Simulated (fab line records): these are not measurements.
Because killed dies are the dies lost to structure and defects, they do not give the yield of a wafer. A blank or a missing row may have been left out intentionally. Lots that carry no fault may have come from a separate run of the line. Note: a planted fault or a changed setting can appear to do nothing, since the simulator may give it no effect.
fab line records	flow nandHarc
record: lots: 12	wafers: 36	lastDay: 25
route steps=1159 shown A_SLIT@796 A_SIN_REMOVE@808 A_WL_FILL@814 END@1159
lots untouched by any fault: they come from a run of this same line in which no faults occurred
startH: the number of hours between the record's first day and the start of the first shown wafer of the lot	waitH: hours elapsed since this lot's preceding step	" as in the row above	L1.1+2: a row that stands for several wafers	- no value present, or no start provided	* or withheld: withheld	< > ~ a bound
route shown NAME@n: a module of which the file shows steps, and the number in the route of the first	usual: mean and standard deviation over wafers with no fault	same: alike in all rows	chamber/n: place in a boat	sites: each site's reading	_std_site: their standard deviation	_edge_site: the outer-site mean with the inner-site mean subtracted	radiusMm: for every site, how far away it sits from the centre of the wafer	mask NAME#n: copy n	behind: tool/chamber where the wafer was last shaped	hold: what put the lot on hold/how long, in hours/how the hold closed	device: whichever transistor did not switch (one of n, p or np)	end of line: at the end of the route, the tests of the same wafers	where a step has no rows: the recipe by itself	killed: at the first sort, the dies lost to defects and structure; wafer yield is something else	map: a wafer's dies, x killed, . not, _ none there
set.NAME: the setting as run; set.NAME@STEP: as run at that earlier step	model.NAME: the simulator's own value behind a step, which no gauge read
a sample of lots followed through the steps of the route, with each step as a table and each wafer as a row
services: the hour from which a tool's chamber was out of use, counted from the record's first day as startH (under 0 if before that day), plus the number of hours and why
== steps ==
step: NHARC_A_SLIT_ETCH_17
recipe: biasV: 900	sourceW: withheld	pressureMtorr: 20	arFlowSccm: 375	c4f8FlowSccm: 83.3	o2FlowSccm: 41.7	timeS: 1687.5	targetDepthA: 1.01e+05	chemistry: C4F8/O2/Ar
usual: drypumpMotorCurrentA: 5.9/0.31	showerheadPlenumPTorr: 3.72/0.078	throttleValvePct: 32.045/0.0093
lot.wafer	tool	chamber	startH	waitH	drypumpMotorCurrentA	rfHoursCounterH	showerheadPlenumPTorr	throttleValvePct
L462.2	harEtch-01	0	323.92	-	5.6	2	3.80	32.049
L462.4	"	0	"	"	5.6	-	3.80	32.041
L462.5	"	0	"	"	5.6	-	3.80	32.047
L468.4	harEtch-02	1	354.88	-	5.8	-	3.79	32.036
L468.3	"	0	"	"	5.9	-	3.74	32.039
L468.5	"	0	"	"	5.9	-	3.74	32.050
L467.4	harEtch-01	0	357.10	-	5.6	-	3.79	32.032
L467.6	"	1	"	"	6.4	-	3.61	32.052
L467.5	"	0	"	"	5.6	-	3.79	32.065
L470.2	harEtch-01	0	367.81	-	5.6	22	3.79	32.054
L470.3	"	1	"	"	6.4	-	3.61	32.039
L470.5	"	1	"	"	6.3	-	3.61	32.040
L473.2	harEtch-02	1	375.97	-	5.7	195	3.79	32.044
L473.1	"	0	"	"	5.9	195	3.73	32.055
L473.6	"	0	"	"	5.9	-	3.74	32.043
L469.2	harEtch-01	1	376.80	-	6.4	27	3.60	32.040
L469.3	"	0	"	"	5.6	-	3.78	32.044
L469.5	"	0	"	"	5.6	-	3.78	32.060
L475.4	harEtch-01	0	395.74	-	5.7	-	3.78	32.050
L475.3	"	1	"	"	6.4	-	3.60	32.031
L475.5	"	0	"	"	5.6	-	3.78	32.035
L480.1	harEtch-01	0	429.88	-	5.6	50	3.77	32.058
L480.3	"	0	"	"	5.6	-	3.77	32.045
L480.5	"	1	"	"	6.4	-	3.59	32.038
L481.3	harEtch-02	0	430.66	-	5.9	-	3.72	32.051
L481.6	"	0	"	"	5.9	-	3.72	32.038
L481.5	"	1	"	"	5.8	-	3.77	32.055
L482.2	harEtch-01	0	455.51	-	5.6	61	3.77	32.049
L482.3	"	1	"	"	6.4	-	3.58	32.057
L482.4	"	0	"	"	5.6	-	3.77	32.045
L483.2	harEtch-01	0	457.20	-	5.6	63	3.77	32.043
L483.4	"	0	"	"	5.6	-	3.76	32.044
L483.5	"	1	"	"	6.4	-	3.58	32.036
L485.3	harEtch-02	1	473.74	-	5.8	-	3.76	32.027
L485.4	"	0	"	"	5.9	-	3.71	32.048
L485.6	"	0	"	"	5.9	-	3.71	32.039
step: NHARC_A_SLIT_ETCH_29
recipe: targetDepthA: 1000	overetchA: 100	timeS: 55	ionEnergyEv: 100	cf4FlowSccm: 80	o2FlowSccm: 20	arFlowSccm: 0	rfW: 300	biasW: 100	chemistry: CF4/O2
usual: drypumpMotorCurrentA: 5.7/0.38	oes_o_777_au: 1.001/0.0048	oesProductAu: 1.008/0.015	rfVppV: 197.7/1.2	showerheadPlenumPTorr: 1.33/0.04	throttleValvePct: 13.396/0.009
lot.wafer	tool	chamber	startH	waitH	drypumpMotorCurrentA	oes_o_777_au	oesProductAu	rfHoursCounterH	rfVppV	showerheadPlenumPTorr	throttleValvePct
L462.4	rieDiel-05	2	325.79	0.1	5.7	1.001	0.992	12	195.6	1.26	13.366
L462.2	"	3	"	"	6.2	0.989	1.002	9	199.8	1.39	13.410
L462.5	"	1	"	"	5.2	0.995	1.016	-	199.3	1.33	13.397
L468.3	rieDiel-01	1	356.48	0.1	5.3	0.996	1.020	2	199.5	1.36	13.395
L468.4	"	3	"	"	5.7	1.000	1.005	2	197.0	1.33	13.384
L468.5	"	1	"	"	5.3	0.998	1.006	-	197.7	1.36	13.401
L467.4	rieDiel-01	3	358.48	0.1	5.7	1.002	1.017	2	200.0	1.33	13.400
L467.5	"	0	"	"	5.7	1.001	1.024	-	197.5	1.32	13.399
L467.6	"	1	"	"	5.3	0.999	1.016	-	199.1	1.36	13.396
L470.2	rieDiel-02	3	369.68	0.1	5.6	0.995	1.012	2	197.7	1.35	13.396
L470.3	"	2	"	"	4.9	1.002	1.009	2	198.4	1.39	13.398
L470.5	"	0	"	"	6.2	0.997	1.001	-	198.4	1.34	13.396
L473.2	rieDiel-05	0	378.06	0.1	5.7	1.000	1.018	3	197.8	1.32	13.393
L473.1	"	1	"	"	5.2	1.004	1.029	2	198.6	1.33	13.391
L473.6	"	1	"	"	5.2	1.008	1.030	-	197.7	1.33	13.396
L469.3	rieDiel-01	0	378.65	0.1	5.7	1.000	1.003	4	196.1	1.32	13.388
L469.2	"	2	"	"	6.0	0.993	0.975	4	197.1	1.25	13.403
L469.5	"	0	"	"	5.7	1.001	1.010	-	197.6	1.32	13.393
L475.4	rieDiel-05	3	397.35	0.1	6.2	1.005	1.017	4	199.8	1.39	13.412
L475.3	"	0	"	"	5.7	0.999	1.016	4	196.6	1.32	13.415
L475.5	"	3	"	"	6.2	0.995	1.016	-	199.8	1.39	13.403
L480.3	rieDiel-01	1	431.97	0.1	5.3	1.001	1.003	8	199.2	1.35	13.404
L480.1	"	0	"	"	5.7	0.999	1.016	8	197.0	1.31	13.404
L480.5	"	1	"	"	5.3	0.998	1.011	-	199.0	1.35	13.413
L481.3	rieDiel-02	3	432.27	0.1	5.6	0.997	1.017	6	196.0	1.35	13.408
L481.5	"	1	"	"	6.0	0.988	0.991	-	199.7	1.34	13.382
L481.6	"	2	"	"	4.8	1.002	1.013	-	198.8	1.39	13.383
L482.2	rieDiel-05	1	457.38	0.1	5.2	1.005	1.029	9	198.5	1.33	13.392
L482.3	"	2	"	"	5.7	0.995	1.028	9	195.1	1.25	13.393
L482.4	"	0	"	"	5.7	0.997	1.017	9	196.3	1.32	13.407
L483.2	rieDiel-05	0	459.07	0.1	5.7	0.999	1.011	9	195.9	1.32	13.401
L483.4	"	1	"	"	5.2	0.999	1.029	9	197.6	1.33	13.407
L483.5	"	0	"	"	5.7	1.005	1.008	-	198.1	1.32	13.391
L485.4	rieDiel-02	3	475.37	0.1	5.6	0.999	1.024	9	198.6	1.35	13.387
L485.3	"	2	"	"	4.8	1.007	1.002	9	198.9	1.39	13.400
L485.6	"	0	"	"	6.3	1.004	1.017	-	199.8	1.34	13.401
step: NHARC_A_SIN_REMOVE_INSPECT_04
usual: rawDefectCount: 311/75
lot.wafer	tool	chamber	startH	waitH	rawDefectCount
L462.2	defectInspect-02	-	332.38	0.0	313
L462.4	"	-	"	"	370
L462.5	"	-	"	"	333
L468.3	defectInspect-01	-	364.69	0.0	413
L468.4	"	-	"	"	340
L468.5	"	-	"	"	316
L467.4	defectInspect-02	-	364.69	0.0	258
L467.5	"	-	"	"	188
L467.6	"	-	"	"	275
L470.2	defectInspect-02	-	377.18	0.0	336
L470.3	"	-	"	"	321
L470.5	"	-	"	"	291
L469.2	defectInspect-01	-	386.31	0.0	303
L469.3	"	-	"	"	440
L469.5	"	-	"	"	351
L473.1	defectInspect-02	-	386.31	0.0	225
L473.2	"	-	"	"	370
L473.6	"	-	"	"	227
L475.3	defectInspect-02	-	405.60	0.0	333
L475.4	"	-	"	"	358
L475.5	"	-	"	"	406
L480.1	defectInspect-02	-	440.28	0.0	239
L480.3	"	-	"	"	279
L480.5	"	-	"	"	244
L481.3	defectInspect-01	-	440.28	0.0	245
L481.5	"	-	"	"	273
L481.6	"	-	"	"	404
L482.2	defectInspect-01	-	465.67	0.0	360
L482.3	"	-	"	"	329
L482.4	"	-	"	"	256
L483.2	defectInspect-02	-	465.70	0.0	242
L483.4	"	-	"	"	236
L483.5	"	-	"	"	217
L485.3	defectInspect-01	-	483.61	0.0	423
L485.4	"	-	"	"	208
L485.6	"	-	"	"	277
step: NHARC_A_WL_FILL_ETCHBACK_04
recipe: targetDepthA: 600	timeS: 120	chemistry: NF3
usual: drypumpMotorCurrentA: 5.67/0.3	oesProductAu: 0.998/0.014	runLengthS: 141.1/0.44
lot.wafer	tool	chamber	startH	waitH	drypumpMotorCurrentA	oesProductAu	rfHoursCounterH	runLengthS
L462.2	rieMetal-03	1	337.39	2.9	5.38	1.008	1.4	140.9
L462.4	"	1	"	"	5.39	1.001	-	140.8
L462.5	"	1	"	"	5.38	1.016	-	141.5
L468.3	rieMetal-03	1	369.15	2.0	5.38	1.019	-	140.8
L468.4	"	0	"	"	6.07	0.984	-	141.6
L468.5	"	1	"	"	5.38	1.015	-	140.7
L467.4	rieMetal-01	1	369.23	2.0	5.57	1.004	-	141.0
L467.5	"	0	"	"	5.42	1.004	-	140.9
L467.6	"	1	"	"	5.56	0.997	-	141.3
L470.2	rieMetal-01	1	382.12	2.8	5.57	0.980	1.2	141.2
L470.3	"	0	"	"	5.43	1.001	-	140.8
L470.5	"	1	"	"	5.57	0.995	-	141.4
L469.2	rieMetal-03	0	393.99	2.4	6.03	0.989	3.5	141.6
L469.3	"	1	"	"	5.37	1.007	-	98.4
L469.5	"	0	"	"	6.03	0.979	-	141.3
L473.1	rieMetal-03	1	394.38	2.8	5.40	1.025	3.8	98.0
L473.2	"	0	"	"	6.07	0.992	3.8	141.1
L473.6	"	0	"	"	6.09	0.993	-	141.3
L475.3	rieMetal-03	1	411.56	1.5	5.38	1.004	-	98.6
L475.4	"	0	"	"	6.03	0.971	-	141.3
L475.5	"	0	"	"	6.05	0.977	-	141.5
L481.3	rieMetal-02	0	445.59	2.0	5.56	0.997	-	140.9
L481.5	"	1	"	"	6.13	0.982	-	141.8
L481.6	"	0	"	"	5.56	1.001	-	140.7
L480.1	rieMetal-01	0	448.26	2.8	5.42	1.007	2.3	140.6
L480.3	"	0	"	"	5.42	0.998	-	140.8
L480.5	"	1	"	"	5.56	0.991	-	141.1
L482.2	rieMetal-01	0	473.30	2.4	5.42	1.009	2.9	140.6
L482.3	"	0	"	"	5.42	1.011	-	140.3
L482.4	"	1	"	"	5.56	0.992	-	141.4
L483.2	rieMetal-02	1	474.95	2.8	6.12	0.965	2.4	142.0
L483.4	"	0	"	"	5.56	1.008	-	141.0
L483.5	"	1	"	"	6.10	0.976	-	141.8
L485.4	rieMetal-01	1	490.82	1.5	5.56	0.996	-	140.8
L485.3	"	0	"	"	5.41	1.012	-	140.8
L485.6	"	0	"	"	5.41	1.015	-	140.3
step: NHARC_END_SORT_01
recipe: tempC: 25
usual: killedAtArray: 27/10	killedAtOther: 0.6/0.83	killedAtPeriphery: 2.4/1.8	killedDies: 30/10	killedOpen: 3.3/1.7	killedShort: 1.8/1.4
same: grossDies: 677
lot.wafer	tool	chamber	startH	waitH	killedAtArray	killedAtOther	killedAtPeriphery	killedDies	killedOpen	killedShort
L473.1	prober-01	0	489.81	2.5	603	0	1	604	2	0
L473.2	prober-01	0	490.61	2.8	34	1	3	38	3	2
L473.6	prober-01	0	493.82	4.0	19	0	4	23	4	3
L469.2	prober-02	0	494.26	2.8	9	2	4	15	2	0
L469.3	prober-02	0	495.06	3.1	650	0	4	654	2	3
L469.5	prober-02	0	496.66	3.7	11	0	4	15	3	1
L475.3	prober-02	0	510.72	3.1	649	0	2	651	3	2
L475.4	prober-02	0	511.52	3.4	28	0	2	30	5	4
L475.5	prober-02	0	512.33	3.7	24	0	2	26	1	0
killed by level:class
L473.1 A_WL_FILL:areaEtchback=583 A_SLIT:chamberFilmFlake=12 A_CHANNEL_HOLE_D1:chamberFilmFlake=6 P_M0:geometricParticle:open=1 A_SOURCE_PLATE:geometricParticle:open=1 A_STAIRCASE:chamberFilmFlake=1
L473.2 A_SLIT:chamberFilmFlake=20 A_STAIRCASE:chamberFilmFlake=5 P_ZERO_WELL:chamberFilmFlake=3 A_CHANNEL_HOLE_D1:chamberFilmFlake=3 A_CONTACT:chamberFilmFlake=2 A_ONON_D1:geometricParticle:short=1 A_BLC:geometricParticle:open=1 A_M0:geometricParticle:open=1
L473.6 A_SLIT:chamberFilmFlake=11 A_STAIRCASE:chamberFilmFlake=2 P_CONTACT:geometricParticle:open=1 P_M1:geometricParticle:open=1 A_CHANNEL_FILL_D1:geometricParticle:short=1 A_WL_FILL:geometricParticle:short=1 A_CONTACT:geometricParticle:open=1 A_CONTACT:geometricParticle:short=1
L469.2 A_CHANNEL_HOLE_D1:chamberFilmFlake=4 P_GATE:chamberFilmFlake=2 A_STAIRCASE:chamberFilmFlake=2 A_CONTACT:chamberFilmFlake=2 THIN_TSV:chamberFilmFlake=2 P_GATE:geometricParticle:open=1 A_BLC:geometricParticle:open=1 P_STI:chamberFilmFlake=1
L469.3 A_WL_FILL:areaEtchback=640 A_CONTACT:chamberFilmFlake=4 A_ONON_D1:geometricParticle:short=2 P_BONDPAD:chamberFilmFlake=2 P_GATE:geometricParticle:open=1 A_M0:geometricParticle:open=1 A_M0:geometricParticle:short=1 P_STI:chamberFilmFlake=1
L469.5 A_CHANNEL_HOLE_D1:chamberFilmFlake=3 A_STAIRCASE:chamberFilmFlake=3 P_STI:chamberFilmFlake=2 A_SLIT:chamberFilmFlake=2 P_CONTACT:geometricParticle:short=1 P_M2:geometricParticle:open=1 A_CONTACT:geometricParticle:open=1 A_ZERO_WELL:chamberFilmFlake=1
L475.3 A_WL_FILL:areaEtchback=617 A_CHANNEL_HOLE_D1:chamberFilmFlake=18 A_CONTACT:chamberFilmFlake=5 A_STAIRCASE:chamberFilmFlake=3 A_ONON_D1:geometricParticle:short=1 A_WL_FILL:geometricParticle:short=1 A_CONTACT:geometricParticle:open=1 A_BLC:geometricParticle:open=1
L475.4 A_CHANNEL_HOLE_D1:chamberFilmFlake=19 A_CHANNEL_FILL_D1:geometricParticle:short=2 A_WL_FILL:geometricParticle:short=2 P_CONTACT:geometricParticle:open=1 P_M0:geometricParticle:open=1 A_ONON_D1:geometricParticle:open=1 A_CHANNEL_FILL_D1:geometricParticle:open=1 A_M1:geometricParticle:open=1
L475.5 A_CHANNEL_HOLE_D1:chamberFilmFlake=16 A_CONTACT:chamberFilmFlake=8 P_M1:geometricParticle:open=1 P_ZERO_WELL:chamberFilmFlake=1
== services ==
tool	chamber	startH	hours	kind
harEtch-01	-	305.00	17.0	pm
harEtch-01	0	305.00	17.0	ventCycle
harEtch-01	1	305.00	17.0	ventCycle
rieDiel-05	3	307.02	3.6	repair
rieDiel-01	-	315.11	9.0	pm
rieDiel-05	0	319.60	-	clean
rieDiel-05	1	319.60	-	clean
rieDiel-05	2	319.60	-	clean
harEtch-01	0	322.00	-	clean
harEtch-01	0	322.00	-	consumableReplace:focusRing
harEtch-01	1	322.00	-	clean
harEtch-01	1	322.00	-	consumableReplace:focusRing
rieMetal-03	0	327.69	3.8	repair
rieDiel-02	-	327.84	9.0	pm
rieMetal-01	-	332.00	9.0	pm
rieDiel-05	-	340.60	9.0	pm
harEtch-01	-	361.13	4.0	repair
rieMetal-01	-	386.42	15.5	repair
rieMetal-02	-	388.00	9.0	pm
rieDiel-02	3	398.72	3.2	repair
rieDiel-05	3	405.83	1.6	repair
rieDiel-02	2	413.32	14.5	repair
rieMetal-03	-	453.08	9.0	pm
rieDiel-01	3	462.92	6.4	repair
== key ==
firstSign: step: NHARC_A_WL_FILL_ETCHBACK_04	reading: runLengthS	direction: down	sigmas: 97	usual: *	struck: *
effect: step: NHARC_END_SORT_01	reading: killedAtArray	direction: up	sigmas: 59	usual: 27	struck: 634
moreKillsBornAt: NHARC_A_WL_FILL_ETCHBACK_04@rieMetal-03: 1840
metAt NHARC_A_WL_FILL_ETCHBACK_04
struckLots L469,L473,L475
struckWafers L469.3,L473.1,L475.3
laterRowsLeftOut L469.3,L473.1,L475.3
testerLeftOut L469,L473,L475
notActingAt NHARC_A_SLIT_ETCH_17,NHARC_A_SLIT_ETCH_29,NHARC_A_SIN_REMOVE_INSPECT_04
onsetBetween 369.15 393.99
fault: kind: processParameterDrift	tool: rieMetal-03	chamber: -	onsetH: 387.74	steps: NHARC_A_WL_FILL_ETCHBACK_04	channel: timeS	offset: *	shape: step	endH: 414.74	scope: struckWafersOnly	actsIn: *	stated: *
testerLeftOut: of these lots the tester's yield and bins aren't shown, on N5 and GAA mostly nor the transistor test; their killed dies are dies lost to structure and defects alone, not to doping, threshold or leakage, so they don't give the yield
laterRowsLeftOut: the simulator's readings of these wafers behind a module that went badly wrong aren't trusted and aren't shown, but for the sort
